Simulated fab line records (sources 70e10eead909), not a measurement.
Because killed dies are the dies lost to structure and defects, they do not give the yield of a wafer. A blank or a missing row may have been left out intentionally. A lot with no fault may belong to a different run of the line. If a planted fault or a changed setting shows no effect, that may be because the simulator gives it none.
Matching of chambers ; flow nand_harc ; rie_diel-04 running NHARC_A_STAIRCASE_DESCUM_219: 4 sister chambers
The step chemistry O2, time 3 s. 22 wafers are shown with their chamber, then 11 later ones without.

## WAFERS, EACH WITH ITS CHAMBER
wafer;chamber;showerhead_plenum_p_Torr (Torr);drypump_motor_current_A (A);oes_product_au (a.u.)
L076.1;0;1.86;5.4;0.988
L076.2;1;2.06;5.6;0.988
L076.5;1;2.06;5.6;0.990
L080.3;1;2.06;5.5;1.006
L080.4;3;1.97;5.7;1.004
L080.5;2;1.93;5.1;1.007
L083.1;1;2.06;5.5;0.990
L083.2;2;1.93;5.1;1.002
L083.6;1;2.06;5.5;0.997
L088.1;1;2.05;5.5;1.001
L088.4;3;1.97;5.8;0.999
L088.6;1;2.05;5.6;1.000
L089.1;0;1.85;5.4;0.997
L089.2;1;2.05;5.5;0.998
L089.5;1;2.05;5.5;1.001
L089.3;2;1.92;5.1;1.002
L089.4;3;1.97;5.8;1.012
L089.6;0;1.85;5.4;0.990
L093.1;2;1.92;5.1;1.004
L093.2;1;2.05;5.5;1.003
L093.6;2;1.92;5.1;0.993
L091.2;2;1.92;5.1;1.013

SIGNATURES, as means of the wafers listed above
reading;chamber 0;chamber 1;chamber 2;chamber 3;scatter within a chamber
showerhead_plenum_p_Torr;1.8533;2.0550;1.9233;1.9700;0.005
drypump_motor_current_A;5.400;5.530;5.100;5.767;0.0392
oes_product_au;0.99167;0.99740;1.00350;1.00500;0.00617
Rule: for each reading, subtract the chamber's mean from the wafer's reading, divide by that reading's scatter and square the result; add these up over the readings and take the root, which gives the wafer's distance from the chamber. If the next closest chamber is less than 2 further off than the closest, the wafer can't be placed; otherwise it belongs to the closest. The scatter is the square root of a quotient: the sum, over the shown wafers, of each reading's squared deviation from its chamber's mean, divided by wafers minus chambers.

## WAFERS WITHOUT THEIR CHAMBER
wafer;showerhead_plenum_p_Torr (Torr);drypump_motor_current_A (A);oes_product_au (a.u.)
L091.3;2.05;5.6;0.998
L091.5;1.92;5.1;1.004
L095.2;2.05;5.6;0.995
L095.3;1.85;5.4;0.996
L095.6;1.92;5.1;1.001
L094.1;1.92;5.1;0.997
L094.4;2.05;5.6;0.990
L094.5;1.92;5.1;0.998
L094.2;1.85;5.4;0.991
L094.3;1.97;5.7;0.997
L094.6;1.97;5.7;0.992

## CHAMBER TAKEN BY EACH
wafer;from the rows above;in truth
L091.3;1;1
L091.5;2;2
L095.2;1;1
L095.3;0;0
L095.6;2;2
L094.1;2;2
L094.4;1;1
L094.5;2;2
L094.2;0;0
L094.3;3;3
L094.6;3;3
Correctly placed: 11 of 11. Not placeable from these rows: 0. 0 placed wrongly.
